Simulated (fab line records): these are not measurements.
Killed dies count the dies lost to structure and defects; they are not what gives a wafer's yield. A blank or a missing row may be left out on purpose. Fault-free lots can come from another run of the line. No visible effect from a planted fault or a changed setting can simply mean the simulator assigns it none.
fab line records	flow nand_harc	part 1 of 2: steps 1 to 29 of 39
record: lots: 5	wafers: 15	last_day: 24
route steps=1159 shown P_BONDPAD@372 A_START@389 A_ZERO_WELL@390 A_SOURCE_PLATE@413
lots with no fault: from the same line, run without faults
start_h: hours from the record's first day to the start of the lot's first wafer shown	wait_h: hours since the lot's step before	" as in the row above	L1.1+2: one row covering several wafers at once	- no value, or no start was given	* or withheld: withheld	< > ~ a bound
route shown NAME@n: NAME is a module with steps in the file, n the number in the route of the first one	usual: average and standard deviation across the fault-free wafers	same: alike in all rows	chamber/n: place in a boat	sites: each site's reading	_std_site: how widely they spread, as a standard deviation	_edge_site: the outer-site mean with the inner-site mean subtracted	radius_mm: for every site, how far away it sits from the centre of the wafer	mask NAME#n: copy n	behind: the most recent tool/chamber to have shaped the wafer	hold: why the lot went on hold/how many hours it stayed there/how the hold came to an end	device: transistor that didn't switch, given as n, p or np	end of line: the same wafers' tests at the end of the route	step lacking rows: just its recipe	killed: dies that structure and defects cost at the first sort, which is not the same as the wafer's yield	map: a wafer's dies, x killed, . not, _ none there
set.NAME: setting as actually run; set.NAME@STEP: the setting as run at that earlier step	model.NAME: the simulator's own value behind a step, which no gauge read
lots at some steps of the route; a table a step, a row a wafer
services: the hour from which a tool's chamber was out of use, counted from the record's first day as start_h (under 0 if before that day), plus the number of hours and why
== steps ==
step: NHARC_P_BONDPAD_ETCH_24
recipe: target_depth_a: 300	over_etch_frac: 0.3	time_s: 72.99	ion_energy_ev: 150	cf4_flow_sccm: 50	n2_flow_sccm: 100	ar_flow_sccm: 150	rf_w: 300	bias_w: 100	chemistry: CF4/N2
usual: cf4_flow_sccm: 49.99/0.15	drypump_motor_current_A: 5.7/0.4	mfc_ar_sccm: 150.0/0.45	n2_flow_sccm: 99.98/0.3	oes_product_au: 1.002/0.011	rf_vpp_V: 313.8/2.2	showerhead_plenum_p_Torr: 2.61/0.12	throttle_valve_pct: 19.794/0.0087
lot.wafer	tool	chamber	start_h	wait_h	cf4_flow_sccm	drypump_motor_current_A	mfc_ar_sccm	n2_flow_sccm	oes_product_au	rf_hours_counter_h	rf_vpp_V	showerhead_plenum_p_Torr	throttle_valve_pct
L076.3	rie_diel-10	3	143.97	0.3	50.16	6.0	150.0	100.22	1.011	52	315.6	2.71	19.800
L076.6	"	0	"	"	50.03	6.3	150.0	99.99	0.996	-	317.8	2.79	19.783
L076.4	"	2	"	"	49.83	5.6	150.1	100.20	1.003	-	313.7	2.57	19.780
L085.4	rie_diel-08	3	-	-	50.06	5.0	151.0	100.08	0.998	5	314.7	2.63	19.806
L085.3	"	2	"	"	49.88	5.7	149.6	99.89	1.006	5	313.5	2.50	19.776
L085.5	"	3	"	"	50.00	5.0	151.2	100.14	1.002	-	314.9	2.63	19.789
L084.4	rie_diel-08	0	-	-	49.95	5.6	150.6	100.40	1.007	6	312.2	2.45	19.785
L084.6	"	1	"	"	49.78	6.0	150.2	100.17	1.017	-	317.0	2.78	19.805
L084.5	"	2	"	"	49.99	5.7	150.3	99.43	1.008	-	312.0	2.50	19.782
L089.3	rie_diel-11	1	223.95	0.1	49.71	5.2	150.4	100.30	0.984	11	311.8	2.48	19.798
L089.4	"	3	"	"	49.80	5.9	150.5	100.34	1.001	-	313.6	2.60	19.809
L089.6	"	0	"	"	49.94	6.0	150.2	100.09	0.990	-	315.1	2.66	19.803
L096.2	rie_diel-08	2	-	-	49.72	5.7	149.6	99.72	0.997	11	311.3	2.50	19.788
L096.6	"	1	"	"	49.93	6.0	149.7	100.51	1.021	-	316.3	2.78	19.800
L096.5	"	2	"	"	49.93	5.7	150.1	100.65	0.996	-	313.6	2.50	19.782
step: NHARC_P_BONDPAD_STRIP_16
recipe: time_s: 600	temp_c: 30	chemistry: post_etch_residue_remover
lot.wafer	tool	chamber	start_h	wait_h
L076.4+3+6	wet_bench-08	3,4,6	144.12	-
L085.4+5+3	wet_bench-10	6,7,2	191.60	-
L084.5+4+6	wet_bench-08	6,7,0	192.09	-
L089.4+3+6	wet_bench-08	0,2,5	224.09	-
L096.6+5+2	wet_bench-10	0,1,2	258.47	-
step: NHARC_P_BONDPAD_DEGAS_25
recipe: temp_c: 300	time_s: 60
usual: heater_power_w: 443/30	susceptor_temp_C: 300.02/0.19
lot.wafer	tool	chamber	start_h	wait_h	heater_power_w	susceptor_temp_C
L076.4	pvd_sputter-03	-	144.38	-	469	299.97
L076.3	"	-	"	"	394	300.42
L076.6	"	-	"	"	382	300.16
L085.4	pvd_sputter-02	-	191.86	-	438	300.25
L085.3	"	-	"	"	438	299.90
L085.5	"	-	"	"	462	300.48
L084.4	pvd_sputter-03	-	192.38	-	467	299.98
L084.6	"	-	"	"	401	300.51
L084.5	"	-	"	"	407	299.97
L089.3	pvd_sputter-02	-	224.41	-	457	300.10
L089.4	"	-	"	"	434	300.32
L089.6	"	-	"	"	450	300.11
L096.2	pvd_sputter-03	-	258.73	-	404	300.10
L096.6	"	-	"	"	406	300.10
L096.5	"	-	"	"	416	299.94
step: NHARC_P_BONDPAD_PRE_CLEAN_26
recipe: time_s: 30	temp_c: 280	gas: H2/He
usual: heater_power_w: 390/26	susceptor_temp_C: 280.00/0.2
lot.wafer	tool	chamber	start_h	wait_h	heater_power_w	susceptor_temp_C
L076.4	pvd_sputter-03	-	-	-	401	280.09
L076.3	"	-	"	"	381	280.17
L076.6	"	-	"	"	356	280.14
L085.3	pvd_sputter-02	-	-	-	384	-
L085.4	"	-	"	"	388	-
L085.5	"	-	"	"	386	-
L084.4	pvd_sputter-03	-	-	-	381	279.69
L084.6	"	-	"	"	374	280.04
L084.5	"	-	"	"	385	279.82
L089.4	pvd_sputter-02	-	-	-	429	280.04
L089.3	"	-	"	"	384	279.57
L089.6	"	-	"	"	429	279.94
L096.2	pvd_sputter-03	-	-	-	348	279.85
L096.5	"	-	"	"	417	280.22
L096.6	"	-	"	"	350	279.83
step: NHARC_P_BONDPAD_PVD_17
recipe: target_thk_a: 50	bias_v: 168.6	power_w: 15000	chamber_pressure_pa: 0.12	time_s: 8.06	substrate_temp_c: 50	material: TaN
usual: cathode_dc_power_W: 15000/2.8	throttle_valve_pct: 29.7/1.8
lot.wafer	tool	chamber	start_h	wait_h	cathode_dc_power_W	throttle_valve_pct
L076.4	pvd_sputter-03	-	-	-	15002	32.8
L076.3	"	-	"	"	15001	25.9
L076.6	"	-	"	"	15000	32.8
L085.3	pvd_sputter-02	-	-	-	15001	28.5
L085.4	"	-	"	"	14996	28.5
L085.5	"	-	"	"	15001	29.0
L084.4	pvd_sputter-03	-	-	-	14999	32.8
L084.5	"	-	"	"	15004	31.0
L084.6	"	-	"	"	14998	32.8
L089.4	pvd_sputter-02	-	-	-	15002	28.4
L089.3	"	-	"	"	14997	28.9
L089.6	"	-	"	"	15001	28.2
L096.2	pvd_sputter-03	-	-	-	14997	31.2
L096.5	"	-	"	"	15002	33.0
L096.6	"	-	"	"	14995	29.7
step: NHARC_P_BONDPAD_PVD_27
recipe: target_thk_a: 300	chamber_pressure_pa: 5	power_w: 5000	substrate_temp_c: 30	time_s: 20.49	material: Cu
usual: cathode_dc_power_W: 5000.0/0.81	throttle_valve_pct: 29.6/1.8
lot.wafer	tool	chamber	start_h	wait_h	cathode_dc_power_W	throttle_valve_pct
L076.4	pvd_sputter-03	-	-	-	5000.0	31.3
L076.3	"	-	"	"	5000.7	25.9
L076.6	"	-	"	"	4999.8	31.1
L085.3	pvd_sputter-02	-	-	-	4999.7	28.7
L085.4	"	-	"	"	4999.6	31.1
L085.5	"	-	"	"	4999.1	28.5
L084.4	pvd_sputter-03	-	-	-	5000.6	32.8
L084.5	"	-	"	"	5000.9	31.2
L084.6	"	-	"	"	5000.2	32.8
L089.3	pvd_sputter-02	-	-	-	4999.8	28.0
L089.4	"	-	"	"	4999.6	28.1
L089.6	"	-	"	"	4999.5	30.3
L096.2	pvd_sputter-03	-	-	-	5000.5	32.9
L096.6	"	-	"	"	4999.4	29.9
L096.5	"	-	"	"	5000.5	26.2
step: NHARC_P_BONDPAD_ECD_18
recipe: target_thk_a: 4000	bath_temp_c: 25	material: Cu
lot.wafer	tool	chamber	start_h	wait_h
L076.4+3+6	ecd_cu-02	0,1,1	144.85	-
L085.4+3+5	ecd_cu-01	0,1,1	192.32	-
L084.4+6+5	ecd_cu-01	0,1,0	192.87	-
L089.4+3+6	ecd_cu-02	1,0,1	224.87	-
L096.2+5+6	ecd_cu-01	0,0,1	259.10	-
step: NHARC_P_BONDPAD_ANNEAL_28
recipe: temp_c: 225	time_s: 90
usual: wafer_temp_C_max: 225.92/0.27
lot.wafer	tool	chamber	start_h	wait_h	wafer_temp_C_max
L076.3	rtp_anneal-02	0	145.51	-	225.86
L076.4	"	0	"	"	225.65
L076.6	"	0	"	"	225.95
L085.3	rtp_anneal-02	0	192.70	-	225.78
L085.4	"	0	"	"	225.63
L085.5	"	0	"	"	226.20
L084.4	rtp_anneal-02	0	193.26	-	225.85
L084.5	"	0	"	"	225.66
L084.6	"	0	"	"	225.95
L089.3	rtp_anneal-01	0	225.25	-	225.53
L089.4	"	0	"	"	226.21
L089.6	"	0	"	"	225.68
L096.2	rtp_anneal-01	0	259.53	-	225.73
L096.5	"	0	"	"	226.41
L096.6	"	0	"	"	226.53
step: NHARC_P_BONDPAD_CMP_19
recipe: t_overpolish_s: 30	cu_recess_touch_s: 16	target_thk_nm: 160.81
usual: motor_current_A: 11.9/1.4	overpolish_run_s: 30.001/0.0083
same: t_overpolish_s: 30
lot.wafer	tool	chamber	start_h	wait_h	motor_current_A	overpolish_run_s
L076.4	cmp-04	0	145.76	-	12.1	29.993
L076.3	"	3	"	"	10.8	30.009
L076.6	"	0	"	"	11.9	29.992
L085.3	cmp-01	3	192.97	-	11.3	29.996
L085.4	"	1	"	"	10.3	29.988
L085.5	"	2	"	"	13.8	29.994
L084.4	cmp-04	1	193.51	-	11.2	30.007
L084.6	"	3	"	"	11.1	30.012
L084.5	"	0	"	"	11.9	30.005
L089.3	cmp-01	1	225.54	-	10.5	29.990
L089.4	"	2	"	"	14.5	30.016
L089.6	"	1	"	"	10.1	29.996
L096.2	cmp-03	2	259.88	-	11.0	30.009
L096.6	"	0	"	"	12.6	29.997
L096.5	"	1	"	"	11.9	30.004
step: NHARC_P_BONDPAD_THK_MEAS_20
recipe: thk_meas_gauge: xrf
usual: thk_nm: 161.6/1.9
lot.wafer	tool	chamber	start_h	wait_h	thk_nm
L076.3	film_metro-01	-	146.08	-	161.8
L076.4	"	-	"	"	159.3
L076.6	"	-	"	"	163.3
L085.3	film_metro-01	-	193.27	-	162.6
L085.4	"	-	"	"	161.4
L085.5	"	-	"	"	163.8
L084.4	film_metro-01	-	193.77	-	161.6
L084.5	"	-	"	"	157.8
L084.6	"	-	"	"	160.0
L089.3	film_metro-02	-	225.83	-	162.5
L089.4	"	-	"	"	165.3
L089.6	"	-	"	"	163.2
L096.2	film_metro-01	-	260.15	-	159.9
L096.5	"	-	"	"	163.1
L096.6	"	-	"	"	160.6
step: NHARC_P_BONDPAD_SRD_21
recipe: time_s: 30	temp_c: 23	dry_time_s: 20	spin_rpm: 1500
same: dry_time_s: 20
lot.wafer	tool	chamber	start_h	wait_h
L076.3+6+4	wet_bench-10	6,7,1	146.12	0.0
L085.5+4+3	wet_bench-08	7,0,1	193.31	0.0
L084.6+5+4	wet_bench-10	4,5,0	193.81	0.0
L089.3+4+6	wet_bench-10	4,5,6	225.89	0.1
L096.5+2+6	wet_bench-10	4,5,6	260.20	0.1
step: NHARC_P_BONDPAD_INSPECT_23
usual: raw_defect_count: 357/120
lot.wafer	tool	chamber	start_h	wait_h	raw_defect_count
L076.3	defect_inspect-01	-	146.32	0.0	446
L076.4	"	-	"	"	313
L076.6	"	-	"	"	380
L085.3	defect_inspect-01	-	193.47	0.0	447
L085.4	"	-	"	"	339
L085.5	"	-	"	"	319
L084.4	defect_inspect-01	-	193.98	0.0	544
L084.5	"	-	"	"	353
L084.6	"	-	"	"	307
L089.3	defect_inspect-02	-	226.06	0.0	487
L089.4	"	-	"	"	496
L089.6	"	-	"	"	397
L096.2	defect_inspect-02	-	260.36	0.0	347
L096.5	"	-	"	"	397
L096.6	"	-	"	"	449
step: NHARC_P_BONDPAD_ACTIVATE_29
recipe: time_s: 60	n2_flow_sccm: 200	ar_flow_sccm: 0	bias_power_w: 0	chemistry: N2
usual: drypump_motor_current_A: 5.6/0.4	mfc_ar_sccm: 0.017/0.013	n2_flow_sccm: 200.0/0.59	oes_product_au: 1.002/0.012	rf_vpp_V: 63.8/0.92	showerhead_plenum_p_Torr: 1.75/0.087
lot.wafer	tool	chamber	start_h	wait_h	drypump_motor_current_A	mfc_ar_sccm	n2_flow_sccm	oes_product_au	rf_hours_counter_h	rf_vpp_V	showerhead_plenum_p_Torr
L076.3	rie_diel-10	3	146.41	0.1	6.0	0	200.9	1.017	53	63.9	1.83
L076.4	"	0	"	"	6.3	0.018	199.7	0.986	-	64.5	1.88
L076.6	"	2	"	"	5.5	0.006	201.0	1.018	-	63.5	1.73
L085.3	rie_diel-08	0	193.53	0.1	5.6	0.028	199.2	1.001	6	63.3	1.64
L085.4	"	3	"	"	5.0	0.024	199.1	0.996	6	64.3	1.77
L085.5	"	1	"	"	6.0	0	199.2	1.027	-	63.3	1.88
L084.4	rie_diel-08	0	194.05	0.1	5.6	0.028	200.5	1.011	6	63.9	1.64
L084.6	"	3	"	"	5.0	0.024	199.7	1.001	-	64.6	1.77
L084.5	"	0	"	"	5.6	0.028	199.5	1.004	-	62.9	1.64
L089.3	rie_diel-08	0	226.12	0.1	5.6	0.028	199.7	1.000	8	63.3	1.64
L089.4	"	1	"	"	6.0	0	199.7	1.018	7	65.1	1.88
L089.6	"	1	"	"	6.0	0	200.3	1.019	-	62.7	1.88
L096.2	rie_diel-10	3	260.43	0.1	6.0	0	200.1	1.002	38	64.8	1.82
L096.5	"	3	"	"	6.0	0	199.5	0.999	-	62.6	1.82
L096.6	"	1	"	"	6.3	0.009	200.0	1.002	-	63.9	1.63
step: NHARC_P_BONDPAD_PRECLEAN_30
recipe: time_s: 300	temp_c: 23	chemistry: DIW
lot.wafer	tool	chamber	start_h	wait_h
L076.4+3+6	wet_bench-10	2,3,6	146.57	0.1
L085.4+3+5	wet_bench-08	4,7,1	193.68	0.1
L084.6+4+5	wet_bench-10	4,6,0	194.19	0.1
L089.6+3+4	wet_bench-10	4,6,0	226.27	0.1
L096.2+5+6	wet_bench-08	5,1,2	260.61	0.2
step: NHARC_P_BONDPAD_SRD_31
recipe: time_s: 30	temp_c: 23	dry_time_s: 20	spin_rpm: 1500
same: dry_time_s: 20
lot.wafer	tool	chamber	start_h	wait_h
L076.4+3+6	wet_bench-10	2,3,6	-	-
L085.4+3+5	wet_bench-08	4,7,1	-	-
L084.6+4+5	wet_bench-10	4,6,0	-	-
L089.6+3+4	wet_bench-10	4,6,0	-	-
L096.2+5+6	wet_bench-08	5,1,2	-	-
step: NHARC_A_START_INSPECT_01
usual: raw_defect_count: 3.5/1.8
lot.wafer	tool	chamber	start_h	wait_h	raw_defect_count
L076.3	defect_inspect-02	-	146.81	-	3
L076.4	"	-	"	"	2
L076.6	"	-	"	"	6
L085.3	defect_inspect-02	-	193.94	-	5
L085.4	"	-	"	"	2
L085.5	"	-	"	"	5
L084.4	defect_inspect-01	-	194.44	-	3
L084.5	"	-	"	"	0
L084.6	"	-	"	"	3
L089.3	defect_inspect-01	-	226.53	-	4
L089.4	"	-	"	"	3
L089.6	"	-	"	"	3
L096.2	defect_inspect-01	-	260.87	-	3
L096.5	"	-	"	"	7
L096.6	"	-	"	"	3
step: NHARC_A_ZERO_WELL_PRECLEAN_00
recipe: time_s: 600	temp_c: 120	chemistry: SPM
lot.wafer	tool	chamber	start_h	wait_h
L076.6+3+4	wet_bench-06	4,5,7	146.90	0.1
L085.4+5+3	wet_bench-06	5,6,7	194.03	0.1
L084.4+6+5	wet_bench-05	2,5,6	194.53	0.1
L089.4+6+3	wet_bench-05	5,6,7	226.61	0.1
L096.5+6+2	wet_bench-09	5,6,0	260.97	0.1
step: NHARC_A_ZERO_WELL_SRD_01
lot.wafer	tool	chamber	start_h	wait_h
L076.6+3+4	wet_bench-06	4,5,7	-	-
L085.4+5+3	wet_bench-06	5,6,7	-	-
L084.4+6+5	wet_bench-05	2,5,6	-	-
L089.4+6+3	wet_bench-05	5,6,7	-	-
L096.5+6+2	wet_bench-09	5,6,0	-	-
step: NHARC_A_ZERO_WELL_DEHYDRATE_02
recipe: temp_c: 150	time_s: 120
lot.wafer	tool	chamber	start_h	wait_h
L076.3+4+6	litho_track-03	0	147.22	-
L085.3+4+5	litho_track-03	0	194.34	-
L084.4+5+6	litho_track-03	0	194.84	-
L089.3+4+6	litho_track-02	0	226.92	-
L096.2+5+6	litho_track-07	0	261.28	-
step: NHARC_A_ZERO_WELL_HMDS_03
recipe: time_s: 30
lot.wafer	tool	chamber	start_h	wait_h
L076.3+4+6	litho_track-03	0	-	-
L085.3+4+5	litho_track-03	0	-	-
L084.4+5+6	litho_track-03	0	-	-
L089.3+4+6	litho_track-02	0	-	-
L096.2+5+6	litho_track-07	0	-	-
step: NHARC_A_ZERO_WELL_COAT_18
recipe: temp_c: 200	time_s: 65
lot.wafer	tool	chamber	start_h	wait_h
L076.3+4+6	litho_track-03	0	-	-
L085.3+4+5	litho_track-03	0	-	-
L084.4+5+6	litho_track-03	0	-	-
L089.3+4+6	litho_track-02	0	-	-
L096.2+5+6	litho_track-07	0	-	-
step: NHARC_A_ZERO_WELL_COAT_04
recipe: spin_rpm: 2000	resist_thk_nm: 600
lot.wafer	tool	chamber	start_h	wait_h
L076.3+4+6	litho_track-03	0	-	-
L085.3+4+5	litho_track-03	0	-	-
L084.4+5+6	litho_track-03	0	-	-
L089.3+4+6	litho_track-02	0	-	-
L096.2+5+6	litho_track-07	0	-	-
step: NHARC_A_ZERO_WELL_SOFTBAKE_05
recipe: temp_c: 125	time_s: 70
lot.wafer	tool	chamber	start_h	wait_h
L076.3+4+6	litho_track-03	0	-	-
L085.3+4+5	litho_track-03	0	-	-
L084.4+5+6	litho_track-03	0	-	-
L089.3+4+6	litho_track-02	0	-	-
L096.2+5+6	litho_track-07	0	-	-
step: NHARC_A_ZERO_WELL_EBR_06
lot.wafer	tool	chamber	start_h	wait_h
L076.3+4+6	litho_track-03	0	-	-
L085.3+4+5	litho_track-03	0	-	-
L084.4+5+6	litho_track-03	0	-	-
L089.3+4+6	litho_track-02	0	-	-
L096.2+5+6	litho_track-07	0	-	-
step: NHARC_A_ZERO_WELL_EXPOSE_07
recipe: na: 0.55	dose_mj: 33.85	mask_id: A_ZERO
usual: stage_vel_mm_s: 500.03/0.24
lot.wafer	tool	chamber	start_h	wait_h	mask	stage_vel_mm_s
L076.3	krf_scanner-01	0	147.39	-	A_ZERO#0	500.06
L076.4	"	0	"	"	A_ZERO#0	500.37
L076.6	"	0	"	"	A_ZERO#0	500.20
L085.3	krf_scanner-03	0	194.64	-	A_ZERO#0	499.95
L085.4	"	0	"	"	A_ZERO#0	500.12
L085.5	"	0	"	"	A_ZERO#0	500.17
L084.4	krf_scanner-01	0	195.15	-	A_ZERO#0	499.85
L084.5	"	0	"	"	A_ZERO#0	499.81
L084.6	"	0	"	"	A_ZERO#0	499.83
L089.3	krf_scanner-01	0	227.10	-	A_ZERO#0	499.94
L089.4	"	0	"	"	A_ZERO#0	500.02
L089.6	"	0	"	"	A_ZERO#0	500.02
L096.2	krf_scanner-03	0	261.58	-	A_ZERO#0	500.29
L096.5	"	0	"	"	A_ZERO#0	500.05
L096.6	"	0	"	"	A_ZERO#0	500.23
step: NHARC_A_ZERO_WELL_PEB_08
recipe: peb_temp_c: 128	peb_time_s: 80
lot.wafer	tool	chamber	start_h	wait_h
L076.3+4+6	litho_track-03	0	147.45	0.1
L085.3+4+5	litho_track-02	0	194.70	0.1
L084.4+5+6	litho_track-02	0	195.20	0.0
L089.3+4+6	litho_track-03	0	227.15	0.1
L096.2+5+6	litho_track-07	0	261.65	0.1
step: NHARC_A_ZERO_WELL_DEVELOP_09
recipe: time_s: 50	dev_temp_c: 22
lot.wafer	tool	chamber	start_h	wait_h
L076.3+4+6	litho_track-03	0	-	-
L085.3+4+5	litho_track-02	0	-	-
L084.4+5+6	litho_track-02	0	-	-
L089.3+4+6	litho_track-03	0	-	-
L096.2+5+6	litho_track-07	0	-	-
step: NHARC_A_ZERO_WELL_CD_MEAS_10
recipe: target_cd_nm: 2000	landing_energy_ev: 500
usual: cd_nm: 2001.3/2.1
same: landing_energy_ev: 500
lot.wafer	tool	chamber	start_h	wait_h	cd_nm
L076.3	cd_sem-03	0	147.54	-	2000.2
L076.4	"	0	"	"	2001.3
L076.6	"	0	"	"	1999.6
L085.3	cd_sem-01	0	194.79	-	2002.9
L085.4	"	0	"	"	2001.9
L085.5	"	0	"	"	2001.7
L084.4	cd_sem-01	0	195.29	-	2000.8
L084.5	"	0	"	"	2005.3
L084.6	"	0	"	"	2001.5
L089.3	cd_sem-03	0	227.24	-	2002.1
L089.4	"	0	"	"	2000.0
L089.6	"	0	"	"	2002.8
L096.2	cd_sem-03	0	261.74	-	1998.9
L096.5	"	0	"	"	1999.9
L096.6	"	0	"	"	1998.3
step: NHARC_A_ZERO_WELL_HARDBAKE_11
recipe: temp_c: 118	time_s: 65
lot.wafer	tool	chamber	start_h	wait_h
L076.3+4+6	litho_track-03	0	147.62	-
L085.3+4+5	litho_track-02	0	194.87	-
L084.4+5+6	litho_track-03	0	195.37	-
L089.3+4+6	litho_track-07	0	227.32	-
L096.2+5+6	litho_track-07	0	261.84	-
